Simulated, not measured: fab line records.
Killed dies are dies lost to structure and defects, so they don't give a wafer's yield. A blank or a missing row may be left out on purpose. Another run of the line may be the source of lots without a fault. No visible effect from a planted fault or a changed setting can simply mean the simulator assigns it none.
Which of the tools did it? | flow n5_finfet | 18 wafers from 6 lots sampled at 4 of the route's 1938 steps

WHAT EACH GAUGE READ, for each wafer
N5_FIN_SAQP_CD_MEAS_16: the cd target is 35.6 nm.
lot  | measured    | on        | cd_nm (nm)
L148 | day 2 09:36 | cd_sem-01 | 35.61 35.43 35.39
L151 | day 3 03:44 | cd_sem-01 | 35.19 35.34 35.78
L159 | day 5 04:34 | cd_sem-01 | 32.66 35.70 36.00
L162 | day 5 21:25 | cd_sem-01 | 34.90 35.57 35.20
L165 | day 6 17:52 | cd_sem-01 | 35.81 35.56 35.44
L169 | day 7 18:47 | cd_sem-02 | 35.91 35.98 35.86

WHAT TOOL EACH LOT RAN ON (gives the tool, then ch and the chambers of the sampled wafers, and finally the start)
lot  | N5_PMOS_HMC_CHANNEL_EPI_EPI_26 | N5_FIN_SAQP_PECVD_48           | N5_FIN_SAQP_PEB_14
L148 | epi_rpcvd-03 ch 0, day 2 08:01 | pecvd-03 ch 1,2, day 2 09:05   | litho_track-01 ch 0, day 2 09:32
L151 | epi_rpcvd-01 ch 0, day 3 01:53 | pecvd-04 ch 0,1,2, day 3 03:07 | litho_track-05 ch 0, day 3 03:40
L159 | epi_rpcvd-01 ch 0, day 5 02:25 | pecvd-03 ch 0,1,2, day 5 04:05 | litho_track-05 ch 0, day 5 04:29
L162 | epi_rpcvd-01 ch 0, day 5 19:43 | pecvd-04 ch 0,1, day 5 20:48   | litho_track-03 ch 0, day 5 21:20
L165 | epi_rpcvd-01 ch 0, day 6 15:58 | pecvd-04 ch 1,2, day 6 17:15   | litho_track-03 ch 0, day 6 17:48
L169 | epi_rpcvd-03 ch 0, day 7 16:25 | pecvd-03 ch 1,2, day 7 18:10   | litho_track-03 ch 0, day 7 18:43
- N5_PMOS_HMC_CHANNEL_EPI_EPI_26: deposits Si from SiH4/H2, target thk 3.8 nm, time 22.7 s.
- N5_FIN_SAQP_PECVD_48: deposits SiNx from SiH4/NH3/N2, target thk 25 nm, time 22.1 s.
- N5_FIN_SAQP_PEB_14: peb time 60 s.

THE ANSWER, worked out from the rows above alone
Rule: what is usual is taken from the lots themselves. The widest of any qualifying gaps counts: lots, ordered by their means at a reading, are off when they make up no more than a third of the lots, leave a main group of 4 or more, and stand apart from it by 3 or more times the standard deviation of that group's means. A main group whose means are all the same, to the digits that the tables above print for the reading, isn't used. Also off: a lot with no number at a reading for which 4 or more lots have one. Where the step has rows for the other lots, those lots are counted as sound.
No lot is off on any of the readings shown, so nothing can be concluded from this.

WHAT THE SIMULATOR PUT IN
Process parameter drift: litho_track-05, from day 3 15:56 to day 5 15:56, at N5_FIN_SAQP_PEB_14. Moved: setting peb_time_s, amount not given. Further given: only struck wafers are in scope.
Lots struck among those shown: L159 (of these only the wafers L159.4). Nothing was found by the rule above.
